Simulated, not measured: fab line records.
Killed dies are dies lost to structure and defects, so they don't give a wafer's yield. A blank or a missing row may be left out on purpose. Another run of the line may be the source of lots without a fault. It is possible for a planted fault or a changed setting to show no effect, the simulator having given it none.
One fault through the eyes of 2 desks / flow n5 finfet / only its own numbers are on each desk; what lay behind them is given at the end

## AT THE TOOL OWNER'S DESK: pvd sputter-01
The tool's own readings at N5_BEOL_M13_SPUTTER_43 (material TaN, target thk 15 nm, time 24.19 s): means of the sampled wafers that have a number, for each lot that ran on this tool. Any lot whose mean is over 4 standard deviations away from the usual mean is out of limits and marked OUT; that distance is given in the brackets.
Columns: A = throttle valve pct at N5_BEOL_M13_SPUTTER_43, usual 29.7 %
lot=L528; first seen here=day 11 06:37; A=29.1
lot=L539; first seen here=day 13 19:37; A=29.2
lot=L544; first seen here=day 15 11:25; A=29.9
Result from this desk: across the 3 lots, nothing is out of limits.

## FROM THE METROLOGY DESK
What the gauges read, lot by lot, whatever tool the lot ran on: means of the sampled wafers that have a number. Any lot whose mean is over 4 standard deviations away from the usual mean is out of limits and marked OUT; that distance is given in the brackets.
Columns: A = trench depth nm at N5_BEOL_M13_OCD_MEAS_35, usual 417 nm
lot=L528; first seen here=day 10 23:13; A=420
lot=L539; first seen here=day 13 15:09; A=411
lot=L541; first seen here=day 14 22:39; A=415
lot=L542; first seen here=day 15 01:50; A=412
lot=L544; first seen here=day 15 09:14; A=422
Result from this desk: across the 5 lots, nothing is out of limits.

## ALL TOGETHER
Nothing out of limits was seen by the tool owner's desk.
The metrology desk saw nothing out of limits.

## WHAT WAS PUT IN BY THE SIMULATOR
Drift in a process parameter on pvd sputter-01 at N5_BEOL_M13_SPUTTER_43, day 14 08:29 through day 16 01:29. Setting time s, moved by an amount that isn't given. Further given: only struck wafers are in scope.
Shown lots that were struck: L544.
